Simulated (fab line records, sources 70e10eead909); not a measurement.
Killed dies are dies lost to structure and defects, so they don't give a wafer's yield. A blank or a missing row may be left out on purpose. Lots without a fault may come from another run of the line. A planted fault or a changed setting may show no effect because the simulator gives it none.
Which tool did it? | flow nand_harc | 24 lots, 72 wafers sampled, at 6 steps of a route of 1302

WHAT THE GAUGES READ, wafer by wafer
The record holds no reading of a measuring or inspecting step that can be judged against a usual standard deviation.

WHICH TOOL RAN EACH LOT (tool, then ch and the chambers of the sampled wafers, then the start)
lot  | NHARC_A_SLIT_STRIP_18                         | NHARC_A_CONTACT_ETCH_117             | NHARC_A_CONTACT_ETCH_118             | NHARC_A_CONTACT_ETCH_120             | NHARC_A_CONTACT_ETCH_121             | NHARC_A_CONTACT_ETCH_90
L074 | rie_diel-01 ch 1,2, day 21 13:26 or earlier   | har_cap_etch-01 ch 0, day 21 13:26   | har_cap_etch-01 ch 0, day 21 13:37   | har_cap_etch-01 ch 0, day 21 13:57   | har_cap_etch-01 ch 0, day 21 14:07   | rie_diel-03 ch 0,1,2, day 21 15:26
L077 | rie_diel-01 ch 0,2,3, day 22 06:39 or earlier | har_cap_etch-03 ch 0,1, day 22 06:39 | har_cap_etch-03 ch 0,1, day 22 06:49 | har_cap_etch-03 ch 0,1, day 22 07:10 | har_cap_etch-03 ch 0,1, day 22 07:20 | rie_diel-03 ch 2,3, day 22 08:39
L075 | rie_diel-05 ch 0,1,3, day 22 06:25 or earlier | har_cap_etch-02 ch 0,1, day 22 06:25 | har_cap_etch-02 ch 0,1, day 22 06:35 | har_cap_etch-02 ch 0,1, day 22 06:56 | har_cap_etch-02 ch 0,1, day 22 07:06 | rie_diel-11 ch 0,1,2, day 22 08:25
L076 | rie_diel-01 ch 0,1,3, day 22 19:17 or earlier | har_cap_etch-01 ch 0,1, day 22 19:17 | har_cap_etch-01 ch 0,1, day 22 19:31 | har_cap_etch-01 ch 0,1, day 22 19:58 | har_cap_etch-01 ch 0,1, day 22 20:12 | rie_diel-11 ch 0,1,3, day 22 21:57
L078 | rie_diel-07 ch 0,1,3, day 23 00:55 or earlier | har_cap_etch-03 ch 0, day 23 00:55   | har_cap_etch-03 ch 0, day 23 01:05   | har_cap_etch-03 ch 0, day 23 01:26   | har_cap_etch-03 ch 0, day 23 01:36   | rie_diel-03 ch 0,1,3, day 23 02:56
L079 | rie_diel-07 ch 0,2, day 23 04:13 or earlier   | har_cap_etch-02 ch 1, day 23 04:13   | har_cap_etch-02 ch 1, day 23 04:23   | har_cap_etch-02 ch 1, day 23 04:44   | har_cap_etch-02 ch 1, day 23 04:54   | rie_diel-03 ch 0,1,3, day 23 06:14
L080 | rie_diel-07 ch 0,1,2, day 24 06:22 or earlier | har_cap_etch-02 ch 0,1, day 24 06:22 | har_cap_etch-02 ch 0,1, day 24 06:33 | har_cap_etch-02 ch 0,1, day 24 06:53 | har_cap_etch-02 ch 0,1, day 24 07:04 | rie_diel-03 ch 1,2,3, day 24 08:25
L081 | rie_diel-01 ch 0,3, day 24 13:32 or earlier   | har_cap_etch-03 ch 0,1, day 24 13:32 | har_cap_etch-03 ch 0,1, day 24 13:43 | har_cap_etch-03 ch 0,1, day 24 14:03 | har_cap_etch-03 ch 0,1, day 24 14:13 | rie_diel-03 ch 0,1,3, day 24 15:34
L082 | rie_diel-01 ch 1,2,3, day 25 07:37 or earlier | har_cap_etch-01 ch 0,1, day 25 07:37 | har_cap_etch-01 ch 0,1, day 25 07:47 | har_cap_etch-01 ch 0,1, day 25 08:08 | har_cap_etch-01 ch 0,1, day 25 08:18 | rie_diel-11 ch 0,2,3, day 25 09:38
L084 | rie_diel-07 ch 0,3, day 25 11:04 or earlier   | har_cap_etch-03 ch 0,1, day 25 11:04 | har_cap_etch-03 ch 0,1, day 25 11:14 | har_cap_etch-03 ch 0,1, day 25 11:34 | har_cap_etch-03 ch 0,1, day 25 11:44 | rie_diel-03 ch 0,1,2, day 25 13:02
L083 | rie_diel-05 ch 1,3, day 25 11:33 or earlier   | har_cap_etch-02 ch 0,1, day 25 11:33 | har_cap_etch-02 ch 0,1, day 25 12:40 | har_cap_etch-02 ch 0,1, day 25 13:00 | har_cap_etch-02 ch 0,1, day 25 13:10 | rie_diel-03 ch 1,3, day 25 14:26
L085 | rie_diel-07 ch 1,2,3, day 26 01:27 or earlier | har_cap_etch-01 ch 0,1, day 26 01:27 | har_cap_etch-01 ch 0,1, day 26 01:37 | har_cap_etch-01 ch 0,1, day 26 01:58 | har_cap_etch-01 ch 0,1, day 26 02:08 | rie_diel-03 ch 1,2,3, day 26 03:25
L086 | rie_diel-07 ch 1,3, day 26 01:53 or earlier   | har_cap_etch-03 ch 0,1, day 26 01:53 | har_cap_etch-03 ch 0,1, day 26 02:04 | har_cap_etch-03 ch 0,1, day 26 02:24 | har_cap_etch-03 ch 0,1, day 26 02:34 | rie_diel-03 ch 0,2,3, day 26 03:52
L087 | rie_diel-01 ch 1,2,3, day 26 10:13 or earlier | har_cap_etch-03 ch 0,1, day 26 10:13 | har_cap_etch-03 ch 0,1, day 26 10:23 | har_cap_etch-03 ch 0,1, day 26 10:43 | har_cap_etch-03 ch 0,1, day 26 10:53 | rie_diel-04 ch 1,2, day 26 12:14
L089 | rie_diel-01 ch 0,1,2, day 27 08:17 or earlier | har_cap_etch-03 ch 0,1, day 27 08:17 | har_cap_etch-03 ch 0,1, day 27 08:27 | har_cap_etch-03 ch 0,1, day 27 08:47 | har_cap_etch-03 ch 0,1, day 27 08:58 | rie_diel-03 ch 1,2,3, day 27 10:16
L088 | rie_diel-01 ch 1,2,3, day 27 09:39 or earlier | har_cap_etch-01 ch 0,1, day 27 09:39 | har_cap_etch-01 ch 0,1, day 27 09:50 | har_cap_etch-01 ch 0,1, day 27 10:10 | har_cap_etch-01 ch 0,1, day 27 10:20 | rie_diel-04 ch 0,1, day 27 11:40
L091 | rie_diel-01 ch 1,2,3, day 28 01:37 or earlier | har_cap_etch-01 ch 0,1, day 28 01:37 | har_cap_etch-01 ch 0,1, day 28 01:47 | har_cap_etch-01 ch 0,1, day 28 02:08 | har_cap_etch-01 ch 0,1, day 28 02:18 | rie_diel-03 ch 0,1,2, day 28 03:36
L090 | rie_diel-01 ch 2,3, day 28 16:37 or earlier   | har_cap_etch-01 ch 0,1, day 28 16:37 | har_cap_etch-01 ch 0,1, day 28 16:50 | har_cap_etch-01 ch 0,1, day 28 17:18 | har_cap_etch-01 ch 0,1, day 28 17:32 | rie_diel-04 ch 0,1,2, day 28 19:09
L095 | rie_diel-01 ch 0,2,3, day 29 07:25 or earlier | har_cap_etch-01 ch 0,1, day 29 07:25 | har_cap_etch-01 ch 0,1, day 29 07:35 | har_cap_etch-01 ch 0,1, day 29 07:56 | har_cap_etch-01 ch 0,1, day 29 08:07 | rie_diel-03 ch 0,1,3, day 29 09:26
L093 | rie_diel-07 ch 1,2, day 29 11:57 or earlier   | har_cap_etch-03 ch 0,1, day 29 11:57 | har_cap_etch-03 ch 0,1, day 29 12:07 | har_cap_etch-03 ch 0,1, day 29 12:28 | har_cap_etch-03 ch 0,1, day 29 12:38 | rie_diel-04 ch 2,3, day 29 13:56
L092 | rie_diel-01 ch 0,2, day 29 11:13 or earlier   | har_cap_etch-02 ch 0,1, day 29 11:13 | har_cap_etch-02 ch 0,1, day 29 11:23 | har_cap_etch-02 ch 0,1, day 29 11:44 | har_cap_etch-02 ch 0,1, day 29 11:54 | rie_diel-03 ch 0,2,3, day 29 13:10
L094 | rie_diel-01 ch 2,3, day 30 04:46 or earlier   | har_cap_etch-02 ch 0,1, day 30 04:46 | har_cap_etch-02 ch 0,1, day 30 04:56 | har_cap_etch-02 ch 0,1, day 30 05:16 | har_cap_etch-02 ch 0,1, day 30 05:26 | rie_diel-04 ch 0,3, day 30 06:46
L096 | rie_diel-07 ch 0,1,3, day 31 08:29 or earlier | har_cap_etch-02 ch 0,1, day 31 08:29 | har_cap_etch-02 ch 0,1, day 31 08:40 | har_cap_etch-02 ch 0,1, day 31 09:00 | har_cap_etch-02 ch 0,1, day 31 09:10 | rie_diel-03 ch 0,3, day 31 10:29
L097 | rie_diel-05 ch 1,2, day 31 10:52 or earlier   | har_cap_etch-03 ch 1, day 31 10:52   | har_cap_etch-03 ch 1, day 31 11:02   | har_cap_etch-03 ch 1, day 31 11:23   | har_cap_etch-03 ch 1, day 31 11:33   | rie_diel-03 ch 1,3, day 31 12:52
- NHARC_A_SLIT_STRIP_18: strips in O2.
- NHARC_A_CONTACT_ETCH_117: etches the open film in C4F8/O2/Ar, time 190 s, target depth 1850 nm.
- NHARC_A_CONTACT_ETCH_118: etches the open film in C4F8/O2/Ar, time 190 s, target depth 1850 nm.
- NHARC_A_CONTACT_ETCH_120: etches the open film in C4F8/O2/Ar, time 190 s, target depth 1850 nm.
- NHARC_A_CONTACT_ETCH_121: etches the open film in C4F8/O2/Ar, time 190 s, target depth 1850 nm.
- NHARC_A_CONTACT_ETCH_90: etches the open film in CH3F/O2, target depth 40 nm, time 85.7 s.

WHAT THE TOOLS THEMSELVES READ (means of the sampled wafers that have a number; where no wafer has one, the mark that the record gives instead)
NHARC_A_SLIT_STRIP_18.
lot  | tool        | drypump_motor_current_A (A) | oes_product_au (a.u.) | rf_vpp_V (V) | showerhead_plenum_p_Torr (Torr) | throttle_valve_pct (%)
L074 | rie_diel-01 | 5.3                         | 1.006                 | 57.3         | 3.54                            | 17.043
L077 | rie_diel-01 | 5.6                         | 1.005                 | 57.0         | 3.59                            | 17.035
L075 | rie_diel-05 | 6.1                         | 1.005                 | 58.7         | 3.64                            | 17.034
L076 | rie_diel-01 | 6.0                         | 0.997                 | 58.0         | 3.63                            | 17.035
L078 | rie_diel-07 | 5.9                         | 0.993                 | 58.8         | 3.63                            | 17.039
L079 | rie_diel-07 | 5.5                         | 0.989                 | 57.9         | 3.71                            | 17.035
L080 | rie_diel-07 | 5.8                         | 0.998                 | 58.7         | 3.60                            | 17.033
L081 | rie_diel-01 | 6.0                         | 0.997                 | 57.9         | 3.67                            | 17.049
L082 | rie_diel-01 | 5.5                         | 0.995                 | 58.1         | 3.54                            | 17.033
L084 | rie_diel-07 | 5.6                         | 1.005                 | 58.1         | 3.75                            | 17.039
L083 | rie_diel-05 | 6.3                         | 1.004                 | 57.9         | 3.63                            | 17.040
L085 | rie_diel-07 | 6.0                         | 0.999                 | 58.3         | 3.61                            | 17.043
L086 | rie_diel-07 | 6.3                         | 0.996                 | 58.2         | 3.50                            | 17.046
L087 | rie_diel-01 | 5.5                         | 0.996                 | 57.9         | 3.54                            | 17.037
L089 | rie_diel-01 | 5.7                         | 1.001                 | 58.4         | 3.63                            | 17.027
L088 | rie_diel-01 | 5.5                         | 1.003                 | 58.1         | 3.53                            | 17.046
L091 | rie_diel-01 | 5.5                         | 0.998                 | 58.3         | 3.53                            | 17.034
L090 | rie_diel-01 | 5.2                         | 0.999                 | 57.0         | 3.49                            | 17.027
L095 | rie_diel-01 | 5.6                         | 1.005                 | 58.2         | 3.58                            | 17.025
L093 | rie_diel-07 | 6.3                         | 0.990                 | 58.4         | 3.48                            | 17.034
L092 | rie_diel-01 | 5.8                         | 0.999                 | 58.8         | 3.67                            | 17.038
L094 | rie_diel-01 | 5.4                         | 1.002                 | 58.3         | 3.48                            | 17.038
L096 | rie_diel-07 | 5.8                         | 0.996                 | 58.2         | 3.62                            | 17.042
L097 | rie_diel-05 | 6.6                         | 1.015                 | 57.8         | 3.54                            | 17.043

NHARC_A_CONTACT_ETCH_90.
lot  | tool        | drypump_motor_current_A (A) | oes_product_au (a.u.) | rf_vpp_V (V) | showerhead_plenum_p_Torr (Torr) | throttle_valve_pct (%)
L074 | rie_diel-03 | 5.7                         | 0.93                  | 244.2        | 2.48                            | 20.668
L077 | rie_diel-03 | 6.3                         | 1.00                  | 244.8        | 2.49                            | 20.665
L075 | rie_diel-11 | 5.6                         | 0.92                  | 245.2        | 2.43                            | 20.665
L076 | rie_diel-11 | 5.6                         | 1.01                  | 243.2        | 2.40                            | 20.660
L078 | rie_diel-03 | 6.0                         | 1.00                  | 245.9        | 2.53                            | 20.657
L079 | rie_diel-03 | 6.0                         | 1.00                  | 245.2        | 2.53                            | 20.659
L080 | rie_diel-03 | 6.2                         | 1.01                  | 244.7        | 2.50                            | 20.666
L081 | rie_diel-03 | 6.0                         | 0.96                  | 245.0        | 2.53                            | 20.666
L082 | rie_diel-11 | 5.6                         | 0.93                  | 243.3        | 2.48                            | 20.670
L084 | rie_diel-03 | 5.8                         | 0.95                  | 245.7        | 2.48                            | 20.660
L083 | rie_diel-03 | 6.4                         | 0.92                  | 244.6        | 2.55                            | 20.664
L085 | rie_diel-03 | 6.2                         | 0.93                  | 245.2        | 2.50                            | 20.659
L086 | rie_diel-03 | 5.9                         | 1.00                  | 245.0        | 2.47                            | 20.660
L087 | rie_diel-04 | 5.8                         | 0.93                  | 245.3        | 2.49                            | 20.664
L089 | rie_diel-03 | 6.2                         | 0.95                  | 245.4        | 2.49                            | 20.681
L088 | rie_diel-04 | 5.7                         | 0.92                  | 244.9        | 2.50                            | 20.652
L091 | rie_diel-03 | 5.8                         | 1.00                  | 244.7        | 2.47                            | 20.660
L090 | rie_diel-04 | 5.8                         | 0.92                  | 244.6        | 2.49                            | 20.655
L095 | rie_diel-03 | 6.0                         | 1.01                  | 245.9        | 2.52                            | 20.658
L093 | rie_diel-04 | 5.3                         | 0.92                  | 243.2        | 2.41                            | 20.660
L092 | rie_diel-03 | 5.9                         | 1.01                  | 244.8        | 2.46                            | 20.663
L094 | rie_diel-04 | 5.2                         | 0.92                  | 244.0        | 2.42                            | 20.659
L096 | rie_diel-03 | 5.7                         | 0.99                  | 245.0        | 2.49                            | 20.666
L097 | rie_diel-03 | 6.4                         | 0.92                  | 245.1        | 2.54                            | 20.673

THE ANSWER, worked out from the rows above alone
Rule: what is usual is taken from the lots themselves. Put in order of their means at a reading, lots are off if they are a third of the lots or fewer, leave a main group of 4 or more, and stand apart from it by a gap of 3 or more times the standard deviation of the main group's means; of several such gaps the widest counts. A main group whose means are all the same, to the digits that the tables above print for the reading, isn't used. A lot without any number at a reading at which 4 lots or more have one is off too. The other lots that the step has rows for count as sound. The gauges are gone through in route order, then the tools' own readings, and for those a lot's mean is taken as printed above. The first step at which some lot is off is used, and at that step the reading that is off furthest; a lot without a number counts as furthest.
No lot is off at any reading shown: from this, nothing can be told.

WHAT THE SIMULATOR HAD PUT IN
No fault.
